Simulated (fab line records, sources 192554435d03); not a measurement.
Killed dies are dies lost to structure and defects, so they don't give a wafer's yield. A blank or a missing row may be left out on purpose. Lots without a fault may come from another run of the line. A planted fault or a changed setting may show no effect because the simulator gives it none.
Chamber matching | flow n5_finfet | N5_MOL_CONTACT_COAG_ETCH_89 on rie_diel-02: 4 sister chambers
The step etches underlayer in N2/H2, target depth 13 nm, time 10.4 s. 24 wafers are shown with their chamber, then 12 later ones without.

WAFERS WITH THEIR CHAMBER
wafer  | chamber | drypump_motor_current_A (A) | throttle_valve_pct (%) | showerhead_plenum_p_Torr (Torr)
L074.1 | 3       | 6.5                         | 17.92                  | 2.54
L074.2 | 0       | 5.5                         | 17.77                  | 2.59
L074.3 | 2       | 4.7                         | 17.27                  | 2.65
L074.4 | 1       | 5.3                         | 17.70                  | 2.54
L074.5 | 0       | 5.5                         | 17.78                  | 2.58
L074.6 | 1       | 5.3                         | 17.70                  | 2.54
L082.1 | 3       | 6.5                         | 17.95                  | 2.53
L082.2 | 2       | 4.8                         | 17.30                  | 2.65
L082.3 | 1       | 5.3                         | 17.71                  | 2.54
L084.2 | 2       | 4.7                         | 17.28                  | 2.64
L084.3 | 0       | 5.5                         | 17.80                  | 2.57
L084.4 | 0       | 5.5                         | 17.82                  | 2.58
L085.4 | 1       | 5.3                         | 17.71                  | 2.53
L085.5 | 1       | 5.3                         | 17.74                  | 2.53
L085.6 | 0       | 5.5                         | 17.83                  | 2.57
L087.1 | 1       | 5.3                         | 17.73                  | 2.53
L087.4 | 3       | 6.5                         | 17.99                  | 2.53
L087.5 | 2       | 4.7                         | 17.31                  | 2.64
L089.3 | 1       | 5.3                         | 17.73                  | 2.53
L089.4 | 0       | 5.5                         | 17.81                  | 2.57
L089.5 | 3       | 6.5                         | 17.98                  | 2.53
L090.3 | 3       | 6.4                         | 17.98                  | 2.52
L090.4 | 2       | 4.7                         | 17.31                  | 2.64
L090.6 | 2       | 4.7                         | 17.31                  | 2.64

SIGNATURES (means of the wafers above)
reading                  | chamber 0 | chamber 1 | chamber 2 | chamber 3 | scatter within a chamber
drypump_motor_current_A  | 5.500     | 5.300     | 4.717     | 6.480     | 0.0286
throttle_valve_pct       | 17.8017   | 17.7171   | 17.2967   | 17.9640   | 0.0213
showerhead_plenum_p_Torr | 2.5767    | 2.5343    | 2.6433    | 2.5300    | 0.00647
Rule: a wafer's distance from a chamber is the root of the sum, over the readings, of the square of ((its reading less the chamber's mean) divided by the reading's scatter). The wafer belongs to the nearest chamber; if the next one is less than 2 further off, it can't be placed. The scatter: the root of (the sum of the squares of (reading less its chamber's mean) over the shown wafers, divided by (wafers less chambers)).

WAFERS WITHOUT THEIR CHAMBER
wafer  | drypump_motor_current_A (A) | throttle_valve_pct (%) | showerhead_plenum_p_Torr (Torr)
L091.1 | 5.5                         | 17.84                  | 2.57
L091.2 | 4.7                         | 17.33                  | 2.64
L091.3 | 6.5                         | 17.99                  | 2.52
L091.4 | 5.3                         | 17.74                  | 2.53
L091.5 | 4.7                         | 17.33                  | 2.64
L091.6 | 6.5                         | 17.98                  | 2.52
L093.1 | 4.7                         | 17.34                  | 2.64
L093.2 | 6.4                         | 18.00                  | 2.52
L093.6 | 5.3                         | 17.74                  | 2.53
L095.1 | 5.3                         | 17.75                  | 2.53
L095.3 | 4.7                         | 17.35                  | 2.63
L095.5 | 5.3                         | 17.74                  | 2.53

WHICH CHAMBER EACH WENT THROUGH
wafer  | from the rows above | in truth
L091.1 | 0                   | 0
L091.2 | 2                   | 2
L091.3 | 3                   | 3
L091.4 | 1                   | 1
L091.5 | 2                   | 2
L091.6 | 3                   | 3
L093.1 | 2                   | 2
L093.2 | 3                   | 3
L093.6 | 1                   | 1
L095.1 | 1                   | 1
L095.3 | 2                   | 2
L095.5 | 1                   | 1
Placed correctly: 12 of 12. Can't be placed from these rows: 0. Placed wrongly: 0.
